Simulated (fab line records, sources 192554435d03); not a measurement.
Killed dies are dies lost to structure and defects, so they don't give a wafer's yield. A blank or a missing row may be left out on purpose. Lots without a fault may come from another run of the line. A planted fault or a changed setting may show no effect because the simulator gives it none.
A struck lot beside a sound one | flow n5_finfet | 36 steps out of a route of 1938
Sound: wafers L563.3, L563.4, L563.6. Struck: wafers L571.2, L571.3, L571.4. The cause comes at the end.
At each step with rows: each side's tool, then ch and its chambers, then its first start. Under that, the readings that differ: sound wafers | struck wafers | difference of the means | sigmas: that difference in standard deviations of wafers without a fault.
alike: readings whose means differ by less than 2 such deviations, and words and numbers that are the same on both sides. not compared: withheld readings, readings that some wafer has no value for, bounds like >300 that may hide the same value, and numbers for which the record gives no deviation and whose values overlap.
The two part at a step that has a row with sigmas, a row that says differs or no value, or rows on one side only. Numbers that don't overlap but have no deviation are shown without sigmas and don't part them. A reading that every wafer of one side lacks parts them only if that side has two wafers or more.

first, 9 steps without rows for these wafers: N5_WELL_APT_HMDS_01 (time 60 s); N5_WELL_APT_COAT_02 (resist thk 950 nm); N5_WELL_APT_EBR_04; N5_WELL_APT_SOFTBAKE_03 (time 60 s); N5_WELL_APT_EXPOSE_05 (exposes mask NWELL, defocus 0 nm, target cd 200 nm); N5_WELL_APT_PEB_06 (peb time 90 s); N5_WELL_APT_DEVELOP_07 (develop time 45 s); N5_WELL_APT_HARDBAKE_12 (time 120 s); N5_WELL_APT_DESCUM_13 (chemistry O2, time 7.9 s).
N5_WELL_APT_IMPLANT_14:
  sound on implanter-01 ch 0, day 3 09:01; struck on implanter-01 ch 0, day 5 07:54
  reading            | sound                            | struck                           | difference  | sigmas
  dose_ions_cm2      | 1.4991e+13 1.4968e+13 1.4995e+13 | 1.1251e+13 1.1267e+13 1.1267e+13 | -3.7230e+12 | -99 or more
  faraday_current_uA | 190 191 184                      | 143 143 144                      | -45         | -12
  alike: tilt_deg
then, 25 steps without rows for these wafers: N5_WELL_APT_IMPLANT_15; N5_WELL_APT_STRIP_16 (strips in SPM, time 900 s); N5_WELL_APT_HMDS_18 (time 60 s); N5_WELL_APT_COAT_19 (resist thk 950 nm); N5_WELL_APT_EBR_21; N5_WELL_APT_SOFTBAKE_20 (time 60 s); N5_WELL_APT_EXPOSE_22 (exposes mask PWELL, defocus 0 nm, target cd 200 nm); N5_WELL_APT_PEB_23 (peb time 90 s); N5_WELL_APT_DEVELOP_24 (develop time 45 s); N5_WELL_APT_HARDBAKE_29 (time 120 s); N5_WELL_APT_DESCUM_30 (chemistry O2, time 7.9 s); N5_WELL_APT_IMPLANT_31; N5_WELL_APT_IMPLANT_32; N5_WELL_APT_STRIP_33 (strips in SPM, time 900 s); N5_WELL_APT_RTA_34 (time 10 s); N5_WELL_APT_OXIDE_STRIP_42 (strips SiO2 in dHF, time 45 s, target depth 12 nm); N5_WELL_APT_PRECLEAN_36 (cleans in O3/DIW, time 45 s); N5_WELL_APT_PRECLEAN_39 (cleans in dHF, time 60 s); N5_WELL_APT_SRD_37 (time 30 s); N5_WELL_APT_EPI_41 (deposits Si from SiH4/H2, target thk 50 nm, time 297.7 s); N5_PMOS_HMC_CHANNEL_EPI_HM_DEP_34 (deposits SiO2 from TEOS/O2, target thk 36 nm, time 6.9 s); N5_PMOS_HMC_CHANNEL_EPI_COAT_31 (time 60 s, resist thk 66 nm); N5_PMOS_HMC_CHANNEL_EPI_COAT_03 (resist thk 205 nm); N5_PMOS_HMC_CHANNEL_EPI_EBR_05; N5_PMOS_HMC_CHANNEL_EPI_SOFTBAKE_04 (time 60 s).
-- the record jumps here: 7 days lie between the struck wafers' starts before and after (it left off in module PMOS_HMC_CHANNEL_EPI and takes up again in module BEOL_M4, whose first step shown is number 1111 of the route) --
N5_BEOL_M4_RC_MEAS_101:
  sound on prober-02 ch 0, day 9 20:59; struck on prober-01 ch 0, day 12 02:46
  reading           | sound          | struck         | difference | sigmas
  RS_NWELL (ohm/sq) | 1043 1035 1035 | 1220 1215 1221 | +181       | +27
  alike: DIBL_N, DIBL_P, IOFF_N, IOFF_P, ION_N, ION_P, SS_N, SS_P, VT_N, VT_P

WHERE THEY PART
First at N5_WELL_APT_IMPLANT_14; last, within this record, at N5_BEOL_M4_RC_MEAS_101.

WHY: what the simulator had put in
Process parameter drift: implanter-01, from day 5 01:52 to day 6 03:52, at N5_WELL_APT_IMPLANT_14. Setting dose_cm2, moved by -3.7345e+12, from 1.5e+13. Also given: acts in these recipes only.
